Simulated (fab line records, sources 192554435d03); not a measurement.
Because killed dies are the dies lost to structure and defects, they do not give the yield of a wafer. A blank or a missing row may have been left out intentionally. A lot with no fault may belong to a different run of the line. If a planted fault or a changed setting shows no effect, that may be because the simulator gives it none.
Which tool is to blame?    flow n5Finfet    10 lots with 30 wafers sampled at 5 steps, on a route of 1938 steps

== WHAT THE GAUGES READ, wafer by wafer ==
N5_BEOL_M4_RS_MEAS_58: a four-point-probe measurement. Usual: for M4_RS the level is 0.678 ohm/sq and the standard deviation is 0.028.
lot   measured      on            M4_RS (ohm/sq)     flag
L423  day 8 01:28   filmMetro-02  0.644 0.635 0.647  
L424  day 8 23:57   filmMetro-02  0.700 0.703 0.679  
L427  day 9 03:20   filmMetro-02  0.682 0.662 0.634  
L428  day 9 05:13   filmMetro-02  0.716 0.693 0.728  
L430  day 9 08:06   filmMetro-02  0.706 0.643 0.665  
L432  day 10 05:52  filmMetro-01  0.659 0.670 0.657  
L434  day 10 15:43  filmMetro-01  0.643 0.688 0.683  
L436  day 11 09:37  filmMetro-01  0.714 0.705 0.699  
L444  day 13 04:59  filmMetro-01  0.685 0.676 0.671  
L446  day 13 23:49  filmMetro-01  0.714 0.670 0.686  

N5_BEOL_M4_INSPECT_59: inspects for defects (darkfield). Usual: 79 for rawDefectCount, sd 28.
lot   measured      on                rawDefectCount  flag
L423  day 8 01:29   defectInspect-01  92 79 115       
L424  day 8 23:59   defectInspect-01  75 55 48        
L427  day 9 03:22   defectInspect-02  93 83 115       
L428  day 9 05:15   defectInspect-02  122 79 79       
L430  day 9 08:08   defectInspect-02  46 38 59        
L432  day 10 05:54  defectInspect-02  68 53 62        
L434  day 10 15:44  defectInspect-01  84 73 44        
L436  day 11 09:38  defectInspect-01  111 49 52       
L444  day 13 05:01  defectInspect-02  78 90 53        
L446  day 13 23:50  defectInspect-02  53 86 59        

N5_BEOL_M4_RC_MEAS_101. Usual: DIBL_N 36.9 mV/V, standard deviation 1.7; DIBL_P 36.7 mV/V, standard deviation 2.1; IOFF_N 0.17 nA/um, standard deviation 0.032; IOFF_P 0.22 nA/um, standard deviation 0.036; ION_N 674 uA/um, standard deviation 12; ION_P 461 uA/um, standard deviation 7; REXT_N 75.2 ohm.um, standard deviation 1.5; REXT_P 101.1 ohm.um, standard deviation 2.4; SS_N 71.7 mV/dec, standard deviation 0.6; SS_P 73.4 mV/dec, standard deviation 0.67; VT_N 249 mV, standard deviation 3.1; VT_P -250 mV, standard deviation 3.2; VT_P_LVT -98.4 mV, standard deviation 2.9.
lot   measured      on         DIBL_N (mV/V)   DIBL_P (mV/V)   IOFF_N (nA/um)  IOFF_P (nA/um)  ION_N (uA/um)  ION_P (uA/um)  REXT_N (ohm.um)  REXT_P (ohm.um)    SS_N (mV/dec)   SS_P (mV/dec)   VT_N (mV)    VT_P (mV)       VT_P_LVT (mV)         flag
L423  day 8 01:31   prober-01  35.5 36.4 35.7  35.5 36.6 34.9  0.14 0.15 0.14  0.18 0.20 0.18  657 674 666    448 464 456    74.2 75.1 74.3   100.9 100.2 101.3  71.7 71.3 70.9  72.8 73.2 73.1  253 254 250  -254 -251 -251  -100.7 -98.1 -98.9    
L424  day 9 00:19   prober-02  37.7 36.5 36.5  37.5 35.6 36.0  0.18 0.16 0.16  0.22 0.19 0.19  674 666 676    463 456 453    77.1 75.2 75.1   98.0 98.4 99.6     71.6 71.3 71.7  73.8 73.2 73.5  250 250 250  -249 -252 -252  -96.2 -98.8 -97.8     
L427  day 9 03:32   prober-02  37.5 40.4 37.1  38.3 42.5 38.5  0.17 0.24 0.16  0.21 0.28 0.21  668 691 678    460 463 461    74.0 75.4 74.5   98.5 99.4 98.4     71.6 72.7 72.3  73.6 75.5 73.6  250 242 250  -252 -248 -251  -97.5 -94.0 -97.0     
L428  day 9 05:38   prober-02  38.0 35.7 37.3  40.4 36.3 39.3  0.20 0.16 0.18  0.27 0.20 0.26  687 670 671    469 464 463    78.3 77.1 78.3   97.7 98.4 97.8     72.1 71.7 72.3  73.6 72.8 73.7  244 248 248  -246 -251 -248  -96.4 -100.4 -97.0    
L430  day 9 08:10   prober-01  36.3 35.7 37.0  36.9 35.5 37.6  0.17 0.14 0.17  0.23 0.21 0.25  685 662 676    471 460 467    77.0 78.5 77.5   102.2 102.6 102.7  71.0 71.5 71.1  73.6 73.7 72.9  245 250 248  -246 -250 -246  -97.0 -98.9 -96.6     
L432  day 10 05:55  prober-01  34.8 34.6 35.2  34.7 34.8 35.8  0.15 0.13 0.15  0.20 0.21 0.23  662 657 673    461 454 464    75.8 75.8 75.7   97.6 97.8 97.8     71.6 70.7 71.5  72.5 71.8 72.8  251 253 251  -249 -252 -249  -99.5 -98.8 -98.5     
L434  day 10 15:55  prober-01  36.1 34.8 35.1  35.3 34.0 34.4  0.15 0.13 0.14  0.22 0.19 0.19  668 656 665    466 457 459    73.9 74.0 73.7   101.8 101.2 101.4  71.4 70.9 71.9  72.6 71.8 72.7  250 253 252  -246 -252 -249  -97.5 -100.2 -98.8    
L436  day 11 09:40  prober-02  34.9 32.0 36.9  35.1 32.1 37.2  0.13 0.09 0.17  0.16 0.11 0.19  673 643 686    455 433 459    73.1 80.0 72.4   98.4 109.8 99.8    70.6 70.5 71.6  73.0 72.6 74.1  251 259 250  -256 -262 -251  -103.1 -111.1 -101.9  
L444  day 13 05:11  prober-02  35.5 32.0 35.6  34.9 30.8 34.9  0.14 0.10 0.14  0.19 0.14 0.20  673 651 667    462 452 462    76.8 77.3 76.3   100.4 100.1 101.3  72.0 69.8 71.3  73.8 72.5 73.7  254 255 255  -250 -255 -251  -100.9 -104.1 -98.9   
L446  day 14 00:20  prober-01  39.1 37.7 39.5  38.5 37.1 39.5  0.18 0.16 0.19  0.23 0.22 0.26  663 659 681    460 458 467    74.9 75.9 75.4   105.6 104.9 104.7  71.9 72.1 72.8  74.1 73.7 73.8  251 252 251  -249 -248 -247  -98.0 -98.8 -95.8     

== TOOL THAT RAN EACH LOT (tool first, then ch and the chambers of the sampled wafers, then the start) ==
lot   N5_SPACER0_ALD_08                N5_BEOL_M4_SPUTTER_92
L423  aldSin-04 ch 0,1,3, day 3 01:11  pvdSputter-03, day 7 23:35
L424  aldSin-04 ch 0,1,2, day 3 05:46  pvdSputter-03, day 8 22:26
L427  aldSin-02 ch 0,1,2, day 3 23:50  pvdSputter-02, day 9 01:51
L428  aldSin-04 ch 0,2,3, day 4 06:45  pvdSputter-02, day 9 03:44
L430  aldSin-04 ch 0,2, day 4 23:16    pvdSputter-01, day 9 06:37
L432  aldSin-04 ch 0,3, day 5 12:47    pvdSputter-02, day 10 04:23
L434  aldSin-04 ch 0,1,3, day 6 02:31  pvdSputter-02, day 10 14:13
L436  aldSin-04 ch 1,2, day 6 10:32    pvdSputter-02, day 11 08:07
L444  aldSin-02 ch 0,1,2, day 8 07:01  pvdSputter-03, day 13 03:17
L446  aldSin-01 ch 1,2,3, day 8 19:04  pvdSputter-03, day 13 22:16
- N5_SPACER0_ALD_08: deposits SiNx, target thk 2 nm.
- N5_BEOL_M4_SPUTTER_92: material Cu, target thk 4.5 nm, time 8.29 s.

== WHAT THE TOOLS THEMSELVES READ (means of the sampled wafers that have a number; where no wafer has one, the mark that the record gives instead) ==
N5_SPACER0_ALD_08. Usual: 840 W for heaterPowerW, sd 98.
lot   tool       heaterPowerW (W)  flag
L423  aldSin-04  837               
L424  aldSin-04  799               
L427  aldSin-02  810               
L428  aldSin-04  785               
L430  aldSin-04  762               
L432  aldSin-04  819               
L434  aldSin-04  830               
L436  aldSin-04  755               
L444  aldSin-02  796               
L446  aldSin-01  926               

N5_BEOL_M4_SPUTTER_92. Usual: 29.7 % for throttleValvePct, sd 1.
lot   tool           throttleValvePct (%)  flag
L423  pvdSputter-03  29.4                  
L424  pvdSputter-03  29.1                  
L427  pvdSputter-02  29.8                  
L428  pvdSputter-02  30.0                  
L430  pvdSputter-01  30.1                  
L432  pvdSputter-02  29.8                  
L434  pvdSputter-02  29.8                  
L436  pvdSputter-02  30.1                  
L444  pvdSputter-03  29.4                  
L446  pvdSputter-03  29.4                  

== THE ANSWER, worked out from the rows above alone ==
Rule: a lot counts as off when the mean over its wafers that have a number is more than 3 standard deviations away from the usual mean. A lot without any number at a reading at which 4 lots or more have one is off too. Any other lot the step has rows for is counted as sound. After the gauges, taken in route order, come the tools' own readings; for these a lot's mean is taken, as printed above. The first step at which some lot is off is used, and at that step the reading that is off furthest; a lot without a number counts as furthest.
None of the lots is off at any reading shown; this tells nothing.

== WHAT THE SIMULATOR PUT IN ==
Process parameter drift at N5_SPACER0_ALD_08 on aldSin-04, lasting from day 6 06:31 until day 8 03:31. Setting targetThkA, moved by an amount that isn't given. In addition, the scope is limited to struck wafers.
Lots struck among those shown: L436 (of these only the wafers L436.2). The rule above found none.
